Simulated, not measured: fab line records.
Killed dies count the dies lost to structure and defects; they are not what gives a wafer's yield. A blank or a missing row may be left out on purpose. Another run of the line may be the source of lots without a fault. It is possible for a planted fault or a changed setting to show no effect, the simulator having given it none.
fab line records -- flow n5-finfet -- part 2 of 2: steps 28 to 32 of 32
[record] lots = 5, wafers = 15, last-day = 17
route steps=1938 shown WELL_APT@42 PMOS_HMC_CHANNEL_EPI@57
lots that met no fault: from a run of the same line without faults
start-h: hours from the record's opening day to when the first of the lot's shown wafers began -- wait-h: how many hours have passed since the lot's step before this one -- " repeats the value in the row above -- L1.1+2: a row that stands for several wafers -- - value missing, or start not given -- * or withheld: withheld -- < > ~ a bound
route shown NAME@n: names a module that has steps shown in the file, with the first one's number in the route -- usual: average and standard deviation across the fault-free wafers -- same: alike in all rows -- chamber/n: place in a boat -- sites: the reading at each site -- _std_site: how widely they spread, as a standard deviation -- _edge_site: outer sites' mean less inner sites' -- radius-mm: how far each site lies from the wafer's centre -- mask NAME#n: copy n -- behind: the most recent tool/chamber to have shaped the wafer -- hold: the reason the lot was held/the length of the hold in hours/how it ended -- device: names the non-switching transistor (n, p or np) -- end of line: the route-end tests of the same wafers -- for a step that has no rows: nothing shown but its recipe -- killed: at the first sort, the dies lost to defects and structure; wafer yield is something else -- map: dies across one wafer; x = killed, . = not, _ = none there
set.NAME: setting as actually run; set.NAME@STEP: the setting as run at that earlier step -- model.NAME: the simulator's own value behind a step, which no gauge read
a table for each step, a row for each wafer; lots at some steps of the route
services: from which hour (start-h, from the record's first day; less than 0 if before it) a tool's chamber was out of use, for how many hours, and why
[[steps]]
[step N5_PMOS_HMC_CHANNEL_EPI_ETCH_32]
[recipe] chemistry = N2/H2, target = BARC, stop-on = SiO2, target-depth-a = 858, over-etch-frac = 0.3, time-s = 50.3, ion-energy-ev = 200, mask-material = CAR-ArF-block, pressure-mtorr = 30, source-w = 840, bias-w = 150, n2-flow-sccm = 200, h2-flow-sccm = 200
[usual] chamber-pressure-mTorr = 30.002/0.028, drypump-motor-current-A = 5.9/0.62, oes-product-au = 0.63/0.052, rf-vpp-V = 523.8/2.8, showerhead-plenum-p-Torr = 2.54/0.094, throttle-valve-pct = 17.92/0.23
lot.wafer,tool,chamber,start-h,wait-h,chamber-pressure-mTorr,drypump-motor-current-A,oes-product-au,rf-hours-counter-h,rf-vpp-V,showerhead-plenum-p-Torr,throttle-valve-pct
L074.1,rie-diel-01,1,19.76,0.0,30.044,4.7,0.61,211,526.6,2.63,18.16
L074.2,rie-diel-01,3,19.76,0.0,30.013,6.2,0.71,55,522.1,2.48,17.59
L074.6,rie-diel-01,1,19.76,0.0,29.992,4.7,0.61,-,526.0,2.63,18.16
L082.2,rie-diel-01,2,65.61,0.0,29.964,6.6,0.60,214,523.4,2.51,18.22
L082.3,rie-diel-01,1,65.61,0.0,29.957,4.7,0.60,227,525.7,2.62,18.18
L082.4,rie-diel-01,3,65.61,0.0,29.994,6.3,0.69,71,522.5,2.47,17.63
L089.1,rie-diel-01,2,107.37,0.0,30.029,6.6,0.59,226,522.0,2.51,18.25
L089.4,rie-diel-01,3,107.37,0.0,30.039,6.2,0.68,-,521.0,2.47,17.65
L089.6,rie-diel-01,1,107.37,0.0,30.017,4.7,0.60,-,527.8,2.62,18.20
L090.1,rie-diel-01,2,113.06,0.0,29.995,6.6,0.59,228,524.2,2.51,18.25
L090.2,rie-diel-01,1,113.06,0.0,30.006,4.7,0.59,240,525.6,2.62,18.21
L090.6,rie-diel-01,2,113.06,0.0,29.972,6.6,0.59,-,522.0,2.51,18.24
L095.1,rie-diel-03,2,144.91,0.0,29.978,5.4,0.64,173,523.7,2.53,18.10
L095.5,rie-diel-03,1,144.91,0.0,29.968,6.1,0.64,-,527.0,2.66,17.90
L095.6,rie-diel-03,0,144.91,0.0,29.977,5.1,0.63,-,521.3,2.44,17.66
[step N5_PMOS_HMC_CHANNEL_EPI_HM_OPEN_15]
[recipe] chemistry = CHF3/O2, target = SiO2, mask-material = CAR-ArF-block, target-depth-a = 406, CHF3_flow_sccm = 50, O2_flow_sccm = 5, Ar_flow_sccm = 200, time-s = 20.3, pressure-mtorr = 30, source-w = 650, bias-w = 170, ion-energy-ev = 200
[usual] chamber-pressure-mTorr = 29.999/0.026, drypump-motor-current-A = 5.9/0.62, oes-product-au = 0.74/0.065, rf-vpp-V = 524/5.5, showerhead-plenum-p-Torr = 2.41/0.087, throttle-valve-pct = 18.95/0.21
lot.wafer,tool,chamber,start-h,wait-h,chamber-pressure-mTorr,drypump-motor-current-A,oes-product-au,rf-hours-counter-h,rf-vpp-V,showerhead-plenum-p-Torr,throttle-valve-pct
L074.1,rie-diel-01,1,19.80,0.0,29.979,4.7,0.72,211,528,2.49,19.21
L074.2,rie-diel-01,3,19.80,0.0,30.018,6.2,0.85,55,534,2.35,18.61
L074.6,rie-diel-01,1,19.80,0.0,30.003,4.7,0.71,-,527,2.49,19.22
L082.2,rie-diel-01,2,65.66,0.0,30.001,6.6,0.70,214,524,2.38,19.21
L082.3,rie-diel-01,1,65.66,0.0,29.961,4.7,0.70,227,527,2.48,19.21
L082.4,rie-diel-01,3,65.66,0.0,29.987,6.2,0.83,71,534,2.34,18.65
L089.1,rie-diel-01,2,107.41,0.0,30.007,6.6,0.69,226,523,2.38,19.22
L089.4,rie-diel-01,3,107.41,0.0,30.012,6.2,0.81,-,532,2.34,18.68
L089.6,rie-diel-01,1,107.41,0.0,30.018,4.7,0.69,-,527,2.48,19.25
L090.1,rie-diel-01,2,113.11,0.0,30.045,6.6,0.69,228,522,2.38,19.23
L090.2,rie-diel-01,1,113.11,0.0,29.999,4.7,0.68,240,527,2.48,19.24
L090.6,rie-diel-01,2,113.11,0.0,30.019,6.5,0.69,-,523,2.38,19.23
L095.1,rie-diel-03,2,144.95,0.0,30.013,5.5,0.75,173,521,2.40,19.02
L095.5,rie-diel-03,1,144.95,0.0,29.920,6.1,0.74,-,533,2.51,18.95
L095.6,rie-diel-03,0,144.95,0.0,30.023,5.1,0.74,-,518,2.32,18.73
[step N5_PMOS_HMC_CHANNEL_EPI_STRIP_33]
[recipe] chemistry = N2/H2, power-w = 500, temp-c = 40, pressure-mtorr = 50, rf-frequency-hz = 6e+07, overash-fraction = 0.3, bias-power-w = 8, h2-frac = 0.5, n2-flow-sccm = 300, h2-flow-sccm = 300
[usual] chamber-pressure-mTorr = 50.00/0.093, drypump-motor-current-A = 5.9/0.62, oes-product-au = 0.74/0.066, rf-vpp-V = 54.2/1.6, showerhead-plenum-p-Torr = 3.36/0.12, throttle-valve-pct = 18.9/0.34
lot.wafer,tool,chamber,start-h,wait-h,chamber-pressure-mTorr,drypump-motor-current-A,oes-product-au,rf-hours-counter-h,rf-vpp-V,showerhead-plenum-p-Torr,throttle-valve-pct
L074.1,rie-diel-01,1,19.86,0.0,50.09,4.7,0.71,211,56.0,3.47,19.1
L074.2,rie-diel-01,3,19.86,0.0,49.90,6.2,0.84,55,53.7,3.28,18.6
L074.6,rie-diel-01,1,19.86,0.0,50.02,4.7,0.71,-,55.7,3.47,19.1
L082.2,rie-diel-01,2,65.71,0.0,50.03,6.6,0.70,214,55.0,3.32,19.3
L082.3,rie-diel-01,1,65.71,0.0,50.23,4.7,0.69,227,55.5,3.46,19.1
L082.4,rie-diel-01,3,65.71,0.0,49.90,6.2,0.84,71,56.8,3.27,18.6
L089.1,rie-diel-01,2,107.46,0.0,50.15,6.6,0.68,226,54.9,3.31,19.4
L089.4,rie-diel-01,3,107.46,0.0,50.13,6.2,0.80,-,55.9,3.26,18.6
L089.6,rie-diel-01,1,107.46,0.0,50.11,4.7,0.67,-,52.5,3.45,19.2
L090.1,rie-diel-01,2,113.16,0.0,49.96,6.6,0.68,228,53.2,3.31,19.3
L090.2,rie-diel-01,1,113.16,0.0,49.96,4.7,0.68,240,54.1,3.45,19.2
L090.6,rie-diel-01,2,113.16,0.0,50.17,6.6,0.67,-,54.3,3.31,19.4
L095.1,rie-diel-03,2,145.00,0.0,50.01,5.5,0.73,173,55.7,3.34,19.6
L095.5,rie-diel-03,1,145.00,0.0,49.92,6.1,0.74,-,53.3,3.51,18.8
L095.6,rie-diel-03,0,145.00,0.0,50.01,5.1,0.73,-,50.9,3.22,18.6
[step N5_PMOS_HMC_CHANNEL_EPI_STRIP_17]
[recipe] chemistry = SPM, time-s = 750, temp-c = 130, h2so4-h2o2-vol-ratio = 4, dry = ipa-marangoni
lot.wafer,tool,chamber,start-h,wait-h
L074.1+2+6,wet-bench-02,"7,5,4",19.93,-
L082.2+3+4,wet-bench-02,"5,2,7",65.78,-
L089.1+4+6,wet-bench-04,"2,3,4",107.53,-
L090.1+2+6,wet-bench-04,"2,0,4",113.23,-
L095.1+5+6,wet-bench-02,"0,7,5",145.07,-
[step N5_PMOS_HMC_CHANNEL_EPI_ETCH_38]
[recipe] chemistry = CF4, target = SiO2, target-depth-a = 15, ion-energy-ev = 350, pressure-mtorr = 10, icp-w = 800, bias-w = 400, cf4-flow-sccm = 80
[usual] chamber-pressure-mTorr = 9.999/0.0088, drypump-motor-current-A = 5.7/0.4, oes-product-au = 0.996/0.014, throttle-valve-pct = 21.83/0.16
lot.wafer,tool,chamber,start-h,wait-h,chamber-pressure-mTorr,drypump-motor-current-A,oes-product-au,rf-hours-counter-h,throttle-valve-pct
L074.1,rie-si-06,2,20.16,0.0,9.993,5.7,0.992,86,21.73
L074.2,rie-si-06,1,20.16,0.0,10.002,5.6,0.997,134,21.71
L074.6,rie-si-06,3,20.16,0.0,10.001,5.6,0.996,-,21.73
L082.2,rie-si-06,1,66.01,0.0,10.004,5.6,1.002,135,21.73
L082.3,rie-si-06,0,66.01,0.0,10.004,5.6,0.992,33,22.06
L082.4,rie-si-06,2,66.01,0.0,9.999,5.8,1.005,87,21.73
L089.1,rie-si-02,2,107.77,0.0,10.001,6.7,1.017,0,22.13
L089.4,rie-si-02,1,107.77,0.0,10.003,5.6,1.001,68,21.91
L089.6,rie-si-02,3,107.77,0.0,10.002,6.5,0.971,-,21.69
L090.1,rie-si-06,2,113.47,0.0,9.996,5.8,0.994,87,21.73
L090.2,rie-si-06,0,113.47,0.0,9.999,5.6,0.990,33,22.07
L090.6,rie-si-06,1,113.47,0.0,9.997,5.6,0.997,-,21.72
L095.1,rie-si-06,1,145.31,0.0,10.000,5.6,1.002,136,21.74
L095.5,rie-si-06,0,145.31,0.0,10.015,5.6,0.992,-,22.08
L095.6,rie-si-06,3,145.31,0.0,10.007,5.6,1.006,-,21.73
[[services]]
tool,chamber,start-h,hours,kind
implanter-01,-,-2.49,2.9,repair
implanter-01,-,3.72,2.7,pm
arfi-scanner-02,-,17.16,4.9,pm
arfi-scanner-03,-,18.57,1.3,pm
rie-si-06,2,23.74,4.1,repair
arfi-scanner-02,-,26.47,3.1,pm
arfi-scanner-02,-,29.78,0.8,pm
epi-rpcvd-02,-,34.47,14.6,pm
arfi-scanner-03,-,36.65,4.9,pm
rie-diel-02,0,37.94,4.1,repair
rie-diel-01,-,40.54,1.4,repair
arfi-scanner-03,-,42.62,0.8,pm
rie-diel-01,-,45.33,4.0,pm
implanter-01,-,60.46,2.0,repair
wet-bench-06,-,66.94,1.3,repair
rie-si-06,-,70.49,0.7,repair
rie-si-06,-,72.36,14.6,pm
rie-diel-02,-,77.79,0.1,repair
rie-diel-02,-,80.40,2.8,pm
wet-bench-01,-,98.76,3.3,repair
wet-bench-02,-,119.07,3.8,repair
rie-diel-03,-,123.29,14.6,pm
implanter-01,-,125.35,19.5,repair
implanter-02,-,144.85,24.9,pm
